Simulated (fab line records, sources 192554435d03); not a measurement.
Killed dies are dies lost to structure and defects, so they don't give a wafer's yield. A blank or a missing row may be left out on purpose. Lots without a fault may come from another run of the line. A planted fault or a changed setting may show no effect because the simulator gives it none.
A struck lot beside a sound one | flow n5_finfet | 38 steps out of a route of 1938
Sound: wafers L271.4, L271.5, L271.6. Struck: wafers L265.2, L265.4. (L265.1 of the same lot was not struck and is left out.) The cause comes at the end.
At each step with rows: each side's tool, then ch and its chambers, then its first start. Under that, the readings that differ: sound wafers | struck wafers | difference of the means | sigmas: that difference in standard deviations of wafers without a fault.
alike: readings whose means differ by less than 2 such deviations, and words and numbers that are the same on both sides. not compared: withheld readings, readings that some wafer has no value for, bounds like >300 that may hide the same value, and numbers for which the record gives no deviation and whose values overlap.
The two part at a step that has a row with sigmas, a row that says differs or no value, or rows on one side only. Numbers that don't overlap but have no deviation are shown without sigmas and don't part them. A reading that every wafer of one side lacks parts them only if that side has two wafers or more.

first, 9 steps without rows for these wafers: N5_BEOL_M4_ANNEAL_95 (time 240 s); N5_BEOL_M4_SPUTTER_96 (material Cu, target thk 4.5 nm, time 8.29 s); N5_BEOL_M4_ECD_50 (material Cu, target thk 300 nm); N5_BEOL_M4_ANNEAL_51 (time 90 s); N5_BEOL_M4_CMP_52 (polishes, stops on SiOC, t overpolish 6.8 s, target thk 40 nm); N5_BEOL_M4_PRE_CLEAN_60 (time 15 s); N5_BEOL_M4_CO_CAP_55 (material Co, precursor CCTBA/H2, target thk 2 nm, time 102.1 s); N5_BEOL_M4_PRE_CLEAN_56 (time 15 s); N5_BEOL_M4_DEP_57 (deposits SiCN from 3MS/NH3, target thk 8 nm, time 14 s).
N5_BEOL_M4_RC_MEAS_101:
  sound on prober-02 ch 0, day 12 02:07; struck on prober-01 ch 0, day 10 22:22
  alike: DIBL_N, DIBL_P, IOFF_N, IOFF_P, ION_N, ION_P, SS_N, SS_P, VT_N, VT_P
then, 24 steps without rows for these wafers: N5_BEOL_M5_ILD_DEP_00 (deposits SiCOH lowk from DEMS/porogen, target thk 140.64 nm, time 25.9 s); N5_BEOL_M5_CURE_79 (cures SiCOH lowk, time 240 s); N5_BEOL_M5_PECVD_70 (deposits SiO2 from TEOS/O2, target thk 16 nm, time 18 s); N5_BEOL_M5_HM_DEP_02 (deposits TiN, target thk 20 nm); N5_BEOL_M5_COAT_59 (time 60 s, resist thk 60 nm); N5_BEOL_M5_COAT_60 (time 60 s, resist thk 12 nm); N5_BEOL_M5_COAT_71 (time 60 s, resist thk 5 nm); N5_BEOL_M5_COAT_05 (resist thk 30 nm); N5_BEOL_M5_EBR_07; N5_BEOL_M5_SOFTBAKE_06 (time 60 s); N5_BEOL_M5_EXPOSE_08 (exposes mask M5, target cd 28 nm); N5_BEOL_M5_PEB_09 (peb time 60 s); N5_BEOL_M5_DEVELOP_10 (develop time 30 s); N5_BEOL_M5_DESCUM_16 (chemistry O2, time 7 s); N5_BEOL_M5_ETCH_72 (etches underlayer in N2/H2, target depth 6.5 nm, time 5.2 s); N5_BEOL_M5_ETCH_61 (etches SiARC in CF4, target depth 15.6 nm, time 26 s); N5_BEOL_M5_ETCH_62 (etches SOC in N2/H2, target depth 75 nm, overetch 15 nm, time 112.5 s); N5_BEOL_M5_STRIP_63 (strips in N2/H2); N5_BEOL_M5_STRIP_73 (strips in N2/H2); N5_BEOL_M5_STRIP_64 (strips in CF4); N5_BEOL_M5_HM_OPEN_17 (chemistry Cl2/BCl3, target TiN, target depth 20 nm, overetch 6 nm); N5_BEOL_M5_STRIP_19 (strips in O2); N5_BEOL_M5_COAT_65 (time 60 s, resist thk 60 nm); N5_BEOL_M5_COAT_66 (time 60 s, resist thk 12 nm).
-- the record jumps here: 2 days lie between the struck wafers' starts before and after (it left off in module BEOL_M5 and takes up again in module BEOL_M11, whose first step shown is number 1536 of the route) --
N5_BEOL_M11_ILD_DEP_00: deposits SiCOH lowk from DEMS/porogen, target thk 308.51 nm, time 58 s.
  sound on pecvd-02 ch 0,1,2, day 14 09:50; struck on pecvd-04 ch 0,1, day 13 01:46
  reading                                             | sound             | struck      | difference | sigmas
  run_length_s (s)                                    | 100.6 100.6 100.3 | 121.2 120.7 | +20.5      | +28
  model.SiCOH_lowk_of_BEOL_M11_ILD_DEP_00.thk_nm (nm) | 313 312.8 311.2   | 405 416     | +98        |
  alike: heater_power_w, showerhead_plenum_p_Torr, throttle_valve_pct
N5_BEOL_M11_THK_MEAS_01:
  sound on film_metro-02, day 14 10:23; struck on film_metro-01, day 13 02:21
  reading          | sound       | struck  | difference | sigmas
  M11_ILD_THK (nm) | 272 272 270 | 354 364 | +88        | +26
N5_BEOL_M11_CMP_52: polishes, stops on SiCOH lowk, t overpolish 7 s, target thk 140 nm.
  sound on cmp-04 ch 0,1,2, day 14 18:50; struck on cmp-03 ch 1,3, day 13 09:25
  reading                                             | sound           | struck      | difference | sigmas
  model.SiCOH_lowk_of_BEOL_M11_ILD_DEP_00.thk_nm (nm) | 269 268.8 267.4 | 350.8 360.6 | +87.3      |
  alike: motor_current_A
N5_PASSIVATION_PROBE_49:
  sound on prober-01, day 16 11:55; struck on prober-02, day 15 01:19
  reading                  | sound          | struck    | difference | sigmas
  defect_limited_yield (%) | 92.0 90.5 91.9 | 0 0       | -91        | -65
  killed_at_M4_up          | 11 11 9        | 1087 1090 | +1078      | +99 or more
  killed_dies              | 94 112 95      | 1180 1180 | +1080      | +67
  killed_on_rim            | 10 14 11       | 152 152   | +140       | +39
  sort_bin_5_function (%)  | 4.6 6.6 4.9    | 96.4 96.9 | +91.3      | +96
  sort_n_pass              | 1086 1068 1085 | 0 0       | -1080      | -67
  sort_yield_pct (%)       | 92.0 90.5 91.9 | 0 0       | -91        | -65
  alike: killed_at_M0_to_M3, killed_at_contacts, killed_at_front_end, killed_at_other, killed_open, killed_short, sort_bin_6_memory

WHERE THEY PART
First at N5_BEOL_M11_ILD_DEP_00; last, within this record, at N5_PASSIVATION_PROBE_49.

WHY: what the simulator had put in
Process parameter drift: pecvd-04, from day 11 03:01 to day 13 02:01, at N5_BEOL_M11_ILD_DEP_00. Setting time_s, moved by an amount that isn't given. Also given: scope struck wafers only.
